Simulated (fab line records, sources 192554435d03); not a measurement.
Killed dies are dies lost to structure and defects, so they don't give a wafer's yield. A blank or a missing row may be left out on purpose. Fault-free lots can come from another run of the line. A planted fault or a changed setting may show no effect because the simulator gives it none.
Matching of chambers ; flow n5Finfet ; N5_SDB_CMP_30 on cmp-02: 4 sister chambers
The step polishes, stops on poly-Si, t overpolish 1.54 s, target thk 30 nm. 4 wafers are shown with their chamber, then 7 later ones without.

== WAFERS, EACH WITH ITS CHAMBER ==
wafer;chamber;motorCurrentA (A)
L082.1;3;13.3
L082.4;1;12.0
L083.1;2;11.2
L083.2;0;12.1

== WAFERS WITHOUT THEIR CHAMBER ==
wafer;motorCurrentA (A)
L083.4;12.9
L089.2;11.8
L089.3;12.0
L089.6;11.6
L096.2;11.4
L096.3;10.8
L096.6;12.4

== THE CHAMBER EACH PASSED THROUGH ==
wafer;from the rows above;in truth
L083.4;can't be placed: 3 or 0 or 1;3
L089.2;can't be placed: 1 or 0 or 2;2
L089.3;can't be placed: 1 or 0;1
L089.6;can't be placed: 1 or 2 or 0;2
L096.2;can't be placed: 2 or 1 or 0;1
L096.3;2;2
L096.6;can't be placed: 0 or 1 or 3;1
Correct placement for 1 of the 7. Can't be placed from these rows: 6 (the true chamber is among the candidates in 6). 0 placed wrongly.
How it was worked out, from the rows above alone: a wafer's distance from a chamber is the root of the sum, over the readings, of the square of ((its reading less the chamber's mean) divided by the reading's scatter). The wafer belongs to the nearest chamber; if the next one is less than 2 further off, it can't be placed. A chamber's mean is the mean of its shown wafers. The scatter: with one shown wafer a chamber, the root of the mean of the squares of how far each hidden wafer lies from its nearest shown one.
